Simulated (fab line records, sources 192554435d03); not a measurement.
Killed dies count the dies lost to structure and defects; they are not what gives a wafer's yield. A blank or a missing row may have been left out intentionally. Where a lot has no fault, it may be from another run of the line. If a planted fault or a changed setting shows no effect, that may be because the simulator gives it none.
fab line records -- flow n5Finfet
record: lots: 7, wafers: 39
route steps=1938 shown WELL_APT@24 FIN_SAQP@125 DUMMY_GATE@243 HKMG_FIN@402 PASSIVATION@1936
startH: hours from the record's first day to the start of the lot's first wafer shown -- waitH: time in hours since the lot's previous step -- " repeats the value in the row above -- L1.1+2: a row that stands for several wafers -- - value missing, or start not given -- * or withheld: withheld -- < > ~ a bound
route shown NAME@n: names a module that has steps shown in the file, with the first one's number in the route -- usual: mean/standard deviation taken from wafers without a fault -- same: alike in all rows -- chamber/n: place in a boat -- sites: the reading at each site -- _std_site: standard deviation across them -- _edge_site: inner sites' mean taken away from outer sites' mean -- radiusMm: for every site, how far away it sits from the centre of the wafer -- mask NAME#n: copy n -- behind: the most recent tool/chamber to have shaped the wafer -- hold: why the lot was held/for how many hours/how that ended -- device: whichever transistor did not switch (one of n, p or np) -- end of line: tests of these same wafers at the route's end -- where a step has no rows: the recipe by itself -- killed: count of dies lost to structure and defects at first sort (not the wafer's yield) -- map: per-die view of a wafer (x killed, . not killed, _ where there is no die)
set.NAME: setting as actually run; set.NAME@STEP: the setting as run at that earlier step -- model.NAME: the simulator's own value behind a step, which no gauge read
one table per step and one row per wafer, for lots whose settings were changed on purpose
== steps ==
step: N5_WELL_APT_EXPOSE_05
recipe: maskId: NWELL, na: 0.8, sourceShape: conventional, sigmaOuter: 0.8, polarization: unpolarized, defocusNm: 0, targetCdNm: 200, doseMj: 20.3
step: N5_WELL_APT_IMPLANT_14
recipe: species: P, energyKev: 160, doseCm2: 1.5e+13, tiltDeg: 0, rotationDeg: 0
step: N5_FIN_SAQP_SPACER1_ALD_24
recipe: material: SiO2, targetThkA: 203, tempC: 300, aldPrecursorFamily: BDEAS, aldCoReactant: O2-plasma, pulseTimeS: 1, purgeTimeS: 2, coReactantPurgeTimeS: 2, aldCycles: 218, pressureTorr: 2
step: N5_FIN_SAQP_ETCH_34
recipe: chemistry: C4F6/O2, target: SiO2, targetDepthA: 450, timeS: 15, ionEnergyEv: 250, pressureMtorr: 30, sourceW: 345, biasW: 185, Ar_flow_sccm: 300, C4F6_flow_sccm: 10, O2_flow_sccm: 10, ends: cleared
step: N5_DUMMY_GATE_ETCH_31
recipe: chemistry: C4F6/O2, target: SiO2, maskMaterial: SOC, targetDepthA: 825, timeS: 27.5, ionEnergyEv: 250, pressureMtorr: 30, sourceW: 345, biasW: 185, Ar_flow_sccm: 300, C4F6_flow_sccm: 10, O2_flow_sccm: 10
step: N5_HKMG_FIN_ETCH_54
recipe: chemistry: CF4, target: SiARC, targetDepthA: 455, maskMaterial: CAR-ArF, timeS: 75.8, ionEnergyEv: 80, pressureMtorr: 40, sourceW: 545, biasW: 36, Ar_flow_sccm: 100, cf4FlowSccm: 100, ends: cleared
step: N5_HKMG_FIN_ALD_91
recipe: material: TiN, targetThkA: 10, tempC: 400, aldPrecursorFamily: TiCl4, aldCoReactant: NH3, pulseTimeS: 1, purgeTimeS: 3, coReactantPurgeTimeS: 2, coReactantPulseTimeS: 2, aldCycles: 47, pressureTorr: 3
step: N5_HKMG_FIN_ALD_21
recipe: material: TiN, targetThkA: 15, tempC: 400, aldPrecursorFamily: TiCl4, aldCoReactant: NH3, pulseTimeS: 1, purgeTimeS: 3, coReactantPurgeTimeS: 2, coReactantPulseTimeS: 2, aldCycles: 68, pressureTorr: 3
step: N5_PASSIVATION_PROBE_49
usual: defectLimitedYield: 91.6/1.4, killedDies: 100/17, sortNPass: 1080/17, sortYieldPct: 91.6/1.4
lot.wafer,tool,chamber,startH,waitH,set.doseMj@WELL_APT_EXPOSE_05,set.energyKev@WELL_APT_IMPLANT_14,set.aldCycles@FIN_SAQP_SPACER1_ALD_24,set.sourceW@FIN_SAQP_ETCH_34,set.targetDepthA@DUMMY_GATE_ETCH_31,set.sourceW@HKMG_FIN_ETCH_54,set.tempC@HKMG_FIN_ALD_91,set.aldCycles@HKMG_FIN_ALD_21,defectLimitedYield[%],killedDies,sortNPass,sortYieldPct[%]
L080.1,prober-02,-,342.21,0.0,19.76,160,254,399.3,825,575.9,400,68,7.2,1095,85,7.2
L080.2,prober-02,-,342.26,0.1,20.3,160,218,345,825,545,400,68,91.0,106,1074,91.0
L080.3,prober-02,-,342.31,0.1,20.3,160,218,399.3,825,575.9,400,59,89.8,120,1060,89.8
L080.4,prober-02,-,342.36,0.2,19.76,160,218,345,825,575.9,400,59,91.6,99,1081,91.6
L080.5,prober-02,-,342.41,0.2,19.76,160,254,345,825,545,400,59,7.0,1097,83,7.0
L080.6,prober-02,-,342.46,0.3,20.3,160,254,399.3,825,545,400,68,7.8,1088,92,7.8
L076.1,prober-01,-,347.61,0.0,19.42,143.6,218,345,745.6,545,406.9,58,91.9,95,1085,91.9
L076.2,prober-01,-,347.66,0.1,19.42,143.6,218,345,825,604.1,400,68,92.7,86,1094,92.7
L076.3,prober-01,-,347.71,0.1,20.3,143.6,218,345,825,545,400,58,90.3,115,1065,90.3
L076.4,prober-01,-,347.76,0.2,20.3,160,218,345,825,604.1,406.9,58,92.7,86,1094,92.7
L076.5,prober-01,-,347.81,0.2,20.3,160,218,345,745.6,545,406.9,68,92.3,91,1089,92.3
L076.6,prober-01,-,347.86,0.3,19.42,160,218,345,745.6,604.1,400,68,90.3,115,1065,90.3
L081.1,prober-01,-,356.78,0.0,20.3,160,244,345,825,515.3,400,68,56.9,508,672,56.9
L081.2,prober-01,-,356.83,0.1,20.3,160,244,345,901.5,545,400,68,56.4,514,666,56.4
L081.3,prober-01,-,356.88,0.1,20.3,160,218,306.1,901.5,515.3,400,68,89.7,121,1059,89.7
L081.4,prober-01,-,356.93,0.2,20.3,160,244,306.1,901.5,545,400,68,56.8,510,670,56.8
L081.5,prober-01,-,356.98,0.2,20.3,160,218,306.1,825,545,400,68,91.5,100,1080,91.5
L081.6,prober-01,-,357.03,0.3,20.3,160,218,345,825,515.3,400,68,91.8,97,1083,91.8
L088.3,prober-02,-,407.27,0.1,20.3,160,218,345,825,545,400,68,92.7,86,1094,92.7
L088.5,prober-02,-,407.37,0.2,20.3,160,218,345,825,545,400,68,90.3,114,1066,90.3
L088.6,prober-02,-,407.42,0.3,20.3,160,218,345,825,545,400,68,93.6,75,1105,93.6
L091.1,prober-01,-,409.14,0.0,19.19,169,218,345,825,545,400,68,89.9,119,1061,89.9
L091.2,prober-01,-,409.19,0.1,20.3,169,253,321.3,825,545,415.7,74,10.5,1056,123,10.4
L091.3,prober-01,-,409.24,0.1,19.19,169,218,321.3,825,499.2,400,74,93.1,82,1098,93.1
L091.4,prober-01,-,409.29,0.2,20.3,160,253,321.3,825,499.2,415.7,68,11.4,1045,135,11.4
L091.5,prober-01,-,409.34,0.2,19.19,160,253,345,825,545,400,68,11.4,1045,135,11.4
L091.6,prober-01,-,409.39,0.3,20.3,160,218,345,825,499.2,415.7,74,92.2,92,1088,92.2
L093.1,prober-01,-,418.56,0.0,21.51,160,218,300.8,795.8,545,400,68,91.7,98,1082,91.7
L093.2,prober-01,-,418.61,0.1,21.51,168.3,218,300.8,825,545,400,72,92.4,90,1090,92.4
L093.3,prober-01,-,418.66,0.1,20.3,168.3,198,300.8,825,545,404.6,68,92.1,93,1087,92.1
L093.4,prober-01,-,418.71,0.2,21.51,168.3,198,345,795.8,545,400,72,91.9,96,1084,91.9
L093.5,prober-01,-,418.76,0.2,20.3,160,218,345,795.8,545,404.6,72,92.0,94,1086,92.0
L093.6,prober-01,-,418.81,0.3,20.3,160,198,345,825,545,404.6,68,92.9,84,1096,92.9
L092.1,prober-02,-,427.98,0.0,20.3,160,248,315.3,825,545,400,60,35.8,758,422,35.8
L092.2,prober-02,-,428.03,0.1,18.88,160,218,345,825,545,405.3,68,91.9,95,1085,91.9
L092.3,prober-02,-,428.08,0.1,18.88,160,248,345,825,603.3,405.3,60,36.5,749,431,36.5
L092.4,prober-02,-,428.13,0.2,20.3,160,248,345,796.5,603.3,400,68,35.9,756,424,35.9
L092.5,prober-02,-,428.18,0.2,20.3,160,218,315.3,796.5,545,400,60,91.1,105,1075,91.1
L092.6,prober-02,-,428.23,0.3,18.88,160,218,315.3,796.5,603.3,405.3,68,91.9,96,1084,91.9
killed by level:class
L080.1 FIN_SAQP:areaAld=1008 STI_FIN_REVEAL:geometricParticle:open=11 GATE_CUT:geometricParticle:short=9 BEOL_M2:geometricParticle:open=5 FIN_SAQP:geometricParticle:short=4 FIN_SAQP:geometricParticle:open=4 BEOL_M0_SAQP:geometricParticle:open=4 MOL_CONTACT_COAG:geometricParticle:open=4
L080.2 BEOL_M3:geometricParticle:open=15 MOL_CONTACT_COAG:geometricParticle:open=13 BEOL_M0_SAQP:geometricParticle:short=8 BEOL_M1:geometricParticle:open=7 FIN_SAQP:geometricParticle:open=6 DUMMY_GATE:geometricParticle:open=6 GATE_CUT:geometricParticle:short=6 GATE_CUT:geometricParticle:open=6
L080.3 STI_FIN_REVEAL:geometricParticle:open=22 BEOL_M2:geometricParticle:open=11 BEOL_M0_SAQP:geometricParticle:short=10 BEOL_M1:geometricParticle:open=8 GATE_CUT:geometricParticle:short=7 MOL_CONTACT_COAG:geometricParticle:open=6 DUMMY_GATE:geometricParticle:open=5 BEOL_M0_SAQP:geometricParticle:open=5
L080.4 STI_FIN_REVEAL:geometricParticle:open=17 BEOL_M0_SAQP:geometricParticle:open=9 BEOL_M1:geometricParticle:open=9 BEOL_M0_SAQP:geometricParticle:short=8 BEOL_M3:geometricParticle:open=6 DUMMY_GATE:geometricParticle:open=5 BEOL_M1:geometricParticle:short=5 BEOL_M2:geometricParticle:open=4
L080.5 FIN_SAQP:areaAld=1023 BEOL_M3:geometricParticle:open=14 STI_FIN_REVEAL:geometricParticle:open=5 MOL_CONTACT_COAG:geometricParticle:open=5 GATE_CUT:geometricParticle:open=4 BEOL_M0_SAQP:geometricParticle:short=4 STARTING-WAFER:geometricParticle:short=4 FIN_SAQP:geometricParticle:open=3
L080.6 FIN_SAQP:areaAld=993 BEOL_M3:geometricParticle:open=10 GATE_CUT:geometricParticle:short=8 DUMMY_GATE:geometricParticle:open=7 BEOL_M0_SAQP:geometricParticle:short=7 BEOL_M0:geometricParticle:open=6 GATE_CUT:geometricParticle:open=5 BEOL_M2:geometricParticle:open=5
L076.1 STI_FIN_REVEAL:geometricParticle:open=10 BEOL_M2:geometricParticle:open=10 BEOL_M3:geometricParticle:open=10 BEOL_M0_SAQP:geometricParticle:short=7 MOL_CONTACT_COAG:geometricParticle:open=5 BEOL_M0_SAQP:geometricParticle:open=5 BEOL_M1:geometricParticle:open=4 GATE_CUT:geometricParticle:short=3
L076.2 BEOL_M3:geometricParticle:open=12 BEOL_M2:geometricParticle:open=9 BEOL_M0_SAQP:geometricParticle:short=8 MOL_CONTACT_COAG:geometricParticle:open=7 GATE_CUT:geometricParticle:short=6 FIN_SAQP:geometricParticle:open=5 MOL_CONTACT_COAG:geometricParticle:short=5 BEOL_M0:geometricParticle:open=4
L076.3 FIN_SAQP:geometricParticle:short=15 GATE_CUT:geometricParticle:short=11 FIN_SAQP:geometricParticle:open=10 STI_FIN_REVEAL:geometricParticle:open=10 BEOL_M0_SAQP:geometricParticle:short=6 MOL_CONTACT_COAG:geometricParticle:open=6 BEOL_M0:geometricParticle:open=6 BEOL_M1:geometricParticle:open=5
L076.4 STI_FIN_REVEAL:geometricParticle:open=13 BEOL_M2:geometricParticle:open=9 MOL_CONTACT_COAG:geometricParticle:open=7 BEOL_M0_SAQP:geometricParticle:open=6 FIN_SAQP:geometricParticle:short=3 BEOL_M0_SAQP:geometricParticle:short=3 BEOL_M4:geometricParticle:open=3 BEOL_M1:geometricParticle:short=3
L076.5 BEOL_M3:geometricParticle:open=12 GATE_CUT:geometricParticle:open=7 BEOL_M0_SAQP:geometricParticle:short=7 FIN_SAQP:geometricParticle:open=6 STI_FIN_REVEAL:geometricParticle:open=6 GATE_CUT:geometricParticle:short=5 PASS1_CAP:geometricParticle:open=5 DUMMY_GATE:geometricParticle:open=4
L076.6 BEOL_M0_SAQP:geometricParticle:open=15 GATE_CUT:geometricParticle:short=11 BEOL_M5:geometricParticle:open=10 BEOL_M3:geometricParticle:open=9 BEOL_M0_SAQP:geometricParticle:short=8 STI_FIN_REVEAL:geometricParticle:open=7 BEOL_M2:geometricParticle:open=7 FIN_SAQP:geometricParticle:open=5
L081.1 FIN_SAQP:areaAld=420 MOL_CONTACT_COAG:geometricParticle:open=11 STI_FIN_REVEAL:geometricParticle:open=8 FIN_SAQP:geometricParticle:short=7 BEOL_M0_SAQP:geometricParticle:short=5 BEOL_M1:geometricParticle:open=5 FIN_SAQP:geometricParticle:open=4 DUMMY_GATE:geometricParticle:open=4
L081.2 FIN_SAQP:areaAld=415 STI_FIN_REVEAL:geometricParticle:open=17 BEOL_M4:geometricParticle:open=9 MOL_CONTACT_COAG:geometricParticle:open=8 BEOL_M0_SAQP:geometricParticle:short=8 BEOL_M1:geometricParticle:open=8 STARTING-WAFER:geometricParticle:short=4 FIN_SAQP:geometricParticle:open=4
L081.3 STI_FIN_REVEAL:geometricParticle:open=25 MOL_CONTACT_COAG:geometricParticle:open=13 FIN_SAQP:geometricParticle:open=11 BEOL_M0_SAQP:geometricParticle:short=9 BEOL_M0_SAQP:geometricParticle:open=8 BEOL_M3:geometricParticle:open=6 BEOL_M3:geometricParticle:short=6 FIN_SAQP:geometricParticle:short=5
L081.4 FIN_SAQP:areaAld=420 FIN_SAQP:geometricParticle:open=13 BEOL_M0_SAQP:geometricParticle:short=12 STI_FIN_REVEAL:geometricParticle:open=10 BEOL_M0_SAQP:geometricParticle:open=7 MOL_CONTACT_COAG:geometricParticle:open=6 FIN_SAQP:geometricParticle:short=3 MOL_CONTACT_COAG:geometricParticle:short=3
L081.5 MOL_CONTACT_COAG:geometricParticle:open=16 STI_FIN_REVEAL:geometricParticle:open=13 BEOL_M4:geometricParticle:open=11 FIN_SAQP:geometricParticle:open=7 FIN_SAQP:geometricParticle:short=6 BEOL_M0_SAQP:geometricParticle:open=6 BEOL_M0_SAQP:geometricParticle:short=5 MOL_CONTACT_COAG:geometricParticle:short=4
L081.6 STI_FIN_REVEAL:geometricParticle:open=10 BEOL_M0_SAQP:geometricParticle:short=10 BEOL_M4:geometricParticle:open=10 BEOL_M0_SAQP:geometricParticle:open=9 MOL_CONTACT_COAG:geometricParticle:open=7 FIN_SAQP:geometricParticle:open=5 BEOL_M3:geometricParticle:open=5 ILD0:geometricParticle:short=4
L088.3 MOL_CONTACT_COAG:geometricParticle:open=15 BEOL_M4:geometricParticle:open=11 BEOL_M0_SAQP:geometricParticle:short=8 BEOL_M0_SAQP:geometricParticle:open=6 BEOL_M0:geometricParticle:open=5 BEOL_M2:geometricParticle:open=5 FIN_SAQP:geometricParticle:open=4 STI_FIN_REVEAL:geometricParticle:short=3
L088.5 BEOL_M0_SAQP:geometricParticle:short=14 BEOL_M0_SAQP:geometricParticle:open=12 BEOL_M2:geometricParticle:open=12 FIN_SAQP:geometricParticle:open=10 STI_FIN_REVEAL:geometricParticle:open=7 MOL_CONTACT_COAG:geometricParticle:open=7 BEOL_M4:geometricParticle:open=6 MOL_CONTACT_COAG:geometricParticle:short=4
L088.6 BEOL_M4:geometricParticle:open=10 BEOL_M0_SAQP:geometricParticle:short=9 BEOL_M0_SAQP:geometricParticle:open=9 BEOL_M2:geometricParticle:open=6 MOL_CONTACT_COAG:geometricParticle:open=5 BEOL_M6:geometricParticle:open=4 GATE_CUT:geometricParticle:open=3 FIN_SAQP:geometricParticle:open=2
L091.1 BEOL_M0_SAQP:geometricParticle:open=23 BEOL_M0_SAQP:geometricParticle:short=14 BEOL_M3:geometricParticle:open=11 MOL_CONTACT_COAG:geometricParticle:open=10 STI_FIN_REVEAL:geometricParticle:open=9 BEOL_M3:geometricParticle:short=8 GATE_CUT:geometricParticle:short=5 DUMMY_GATE:geometricParticle:open=4
L091.2 FIN_SAQP:areaAld=972 MOL_CONTACT_COAG:geometricParticle:open=11 STI_FIN_REVEAL:geometricParticle:open=10 BEOL_M0_SAQP:geometricParticle:short=10 BEOL_M0_SAQP:geometricParticle:open=5 BEOL_M3:geometricParticle:open=5 STI_FIN_REVEAL:geometricParticle:short=4 FIN_SAQP:geometricParticle:open=3
L091.3 BEOL_M0_SAQP:geometricParticle:short=11 BEOL_M0_SAQP:geometricParticle:open=11 BEOL_M3:geometricParticle:open=10 BEOL_M1:geometricParticle:open=7 MOL_CONTACT_COAG:geometricParticle:open=6 GATE_CUT:geometricParticle:short=5 BEOL_M2:geometricParticle:open=5 BEOL_M4:geometricParticle:open=3
L091.4 FIN_SAQP:areaAld=923 STI_FIN_REVEAL:geometricParticle:open=15 BEOL_M4:geometricParticle:open=14 MOL_CONTACT_COAG:geometricParticle:open=13 BEOL_M3:geometricParticle:open=12 BEOL_M0_SAQP:geometricParticle:open=10 BEOL_M0_SAQP:geometricParticle:short=9 BEOL_M1:geometricParticle:open=8
L091.5 FIN_SAQP:areaAld=968 BEOL_M0_SAQP:geometricParticle:open=10 BEOL_M1:geometricParticle:open=8 MOL_CONTACT_COAG:geometricParticle:open=7 FIN_SAQP:geometricParticle:short=6 FIN_SAQP:geometricParticle:open=6 DUMMY_GATE:geometricParticle:open=6 BEOL_M0_SAQP:geometricParticle:short=6
L091.6 STI_FIN_REVEAL:geometricParticle:open=15 MOL_CONTACT_COAG:geometricParticle:open=11 BEOL_M0_SAQP:geometricParticle:open=10 BEOL_M0_SAQP:geometricParticle:short=7 FIN_SAQP:geometricParticle:short=3 GATE_CUT:geometricParticle:open=3 GATE_CUT:geometricParticle:short=3 BEOL_M3:geometricParticle:open=3
L093.1 STI_FIN_REVEAL:geometricParticle:open=12 BEOL_M4:geometricParticle:open=10 MOL_CONTACT_COAG:geometricParticle:open=8 BEOL_M2:geometricParticle:open=6 GATE_CUT:geometricParticle:short=5 FIN_SAQP:geometricParticle:open=4 FIN_SAQP:geometricParticle:short=4 BEOL_M0_SAQP:geometricParticle:open=4
L093.2 STI_FIN_REVEAL:geometricParticle:open=10 BEOL_M2:geometricParticle:open=10 BEOL_M3:geometricParticle:open=10 BEOL_M0_SAQP:geometricParticle:open=9 BEOL_M0_SAQP:geometricParticle:short=7 BEOL_M1:geometricParticle:open=7 DUMMY_GATE:geometricParticle:open=5 BEOL_M4:geometricParticle:open=5
L093.3 BEOL_M0_SAQP:geometricParticle:open=12 BEOL_M4:geometricParticle:open=9 GATE_CUT:geometricParticle:short=7 BEOL_M0_SAQP:geometricParticle:short=7 BEOL_M1:geometricParticle:open=7 BEOL_M2:geometricParticle:open=6 STI_FIN_REVEAL:geometricParticle:open=5 BEOL_M2:geometricParticle:short=5
L093.4 BEOL_M0_SAQP:geometricParticle:open=8 BEOL_M4:geometricParticle:open=8 FIN_SAQP:geometricParticle:open=7 FIN_SAQP:geometricParticle:short=6 GATE_CUT:geometricParticle:short=6 BEOL_M0_SAQP:geometricParticle:short=5 MOL_CONTACT_COAG:geometricParticle:open=5 BEOL_M2:geometricParticle:open=5
L093.5 BEOL_M0_SAQP:geometricParticle:open=16 STI_FIN_REVEAL:geometricParticle:open=9 BEOL_M0_SAQP:geometricParticle:short=9 FIN_SAQP:geometricParticle:open=8 GATE_CUT:geometricParticle:short=8 FIN_SAQP:geometricParticle:short=5 MOL_CONTACT_COAG:geometricParticle:open=4 BEOL_M1:geometricParticle:open=4
L093.6 STI_FIN_REVEAL:geometricParticle:open=12 BEOL_M1:geometricParticle:open=9 BEOL_M2:geometricParticle:open=7 BEOL_M4:geometricParticle:open=7 MOL_CONTACT_COAG:geometricParticle:open=5 STARTING-WAFER:geometricParticle:short=5 BEOL_M0_SAQP:geometricParticle:short=4 BEOL_M1:geometricParticle:short=4
L092.1 FIN_SAQP:areaAld=667 BEOL_M2:geometricParticle:open=12 STI_FIN_REVEAL:geometricParticle:open=10 GATE_CUT:geometricParticle:short=8 BEOL_M0_SAQP:geometricParticle:open=6 DUMMY_GATE:geometricParticle:open=5 MOL_CONTACT_COAG:geometricParticle:open=4 GATE_CUT:geometricParticle:open=4
L092.2 BEOL_M2:geometricParticle:open=16 BEOL_M3:geometricParticle:open=12 BEOL_M0_SAQP:geometricParticle:short=7 STI_FIN_REVEAL:geometricParticle:open=6 GATE_CUT:geometricParticle:short=5 MOL_CONTACT_COAG:geometricParticle:open=5 BEOL_M0_SAQP:geometricParticle:open=4 BEOL_M5:geometricParticle:short=4
L092.3 FIN_SAQP:areaAld=654 BEOL_M2:geometricParticle:open=10 MOL_CONTACT_COAG:geometricParticle:open=9 STI_FIN_REVEAL:geometricParticle:open=7 BEOL_M0_SAQP:geometricParticle:open=7 GATE_CUT:geometricParticle:short=5 BEOL_M4:geometricParticle:open=5 MOL_CONTACT_COAG:geometricParticle:short=4
L092.4 FIN_SAQP:areaAld=665 STI_FIN_REVEAL:geometricParticle:open=16 MOL_CONTACT_COAG:geometricParticle:open=9 BEOL_M2:geometricParticle:open=6 STI_FIN_REVEAL:geometricParticle:short=5 BEOL_M0_SAQP:geometricParticle:open=5 FIN_SAQP:geometricParticle:open=4 GATE_CUT:geometricParticle:open=4
L092.5 STI_FIN_REVEAL:geometricParticle:open=23 BEOL_M4:geometricParticle:open=12 FIN_SAQP:geometricParticle:open=11 BEOL_M0_SAQP:geometricParticle:open=7 STI_FIN_REVEAL:geometricParticle:short=5 GATE_CUT:geometricParticle:short=4 BEOL_M0_SAQP:geometricParticle:short=4 BEOL_M2:geometricParticle:open=4
L092.6 BEOL_M2:geometricParticle:open=16 BEOL_M0_SAQP:geometricParticle:open=7 BEOL_M3:geometricParticle:open=7 FIN_SAQP:geometricParticle:open=6 BEOL_M2:geometricParticle:short=6 MOL_CONTACT_COAG:geometricParticle:open=6 BEOL_M4:geometricParticle:open=6 STI_FIN_REVEAL:geometricParticle:open=5
== key ==
split: step: N5_WELL_APT_EXPOSE_05, setting: doseMj, statedAs: 20.3
response none clear
split: step: N5_WELL_APT_IMPLANT_14, setting: energyKev, statedAs: 160
response none clear
split: step: N5_FIN_SAQP_SPACER1_ALD_24, setting: aldCycles, statedAs: 218
response: step: N5_PASSIVATION_PROBE_49, reading: killedDies, slope: +48.3, per: 1%, togetherWith: all, explained: 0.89
response: step: N5_PASSIVATION_PROBE_49, reading: defectLimitedYield, slope: -4.09, per: 1%, togetherWith: all, explained: 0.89
response: step: N5_PASSIVATION_PROBE_49, reading: sortNPass, slope: -48.3, per: 1%, togetherWith: all, explained: 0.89
response: step: N5_PASSIVATION_PROBE_49, reading: sortYieldPct, slope: -4.1, per: 1%, togetherWith: all, explained: 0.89
split: step: N5_FIN_SAQP_ETCH_34, setting: sourceW, statedAs: 345
response none clear
split: step: N5_DUMMY_GATE_ETCH_31, setting: targetDepthA, statedAs: 825
response none clear
split: step: N5_HKMG_FIN_ETCH_54, setting: sourceW, statedAs: 545
response none clear
split: step: N5_HKMG_FIN_ALD_91, setting: tempC, statedAs: 400
response none clear
split: step: N5_HKMG_FIN_ALD_21, setting: aldCycles, statedAs: 68
response none clear
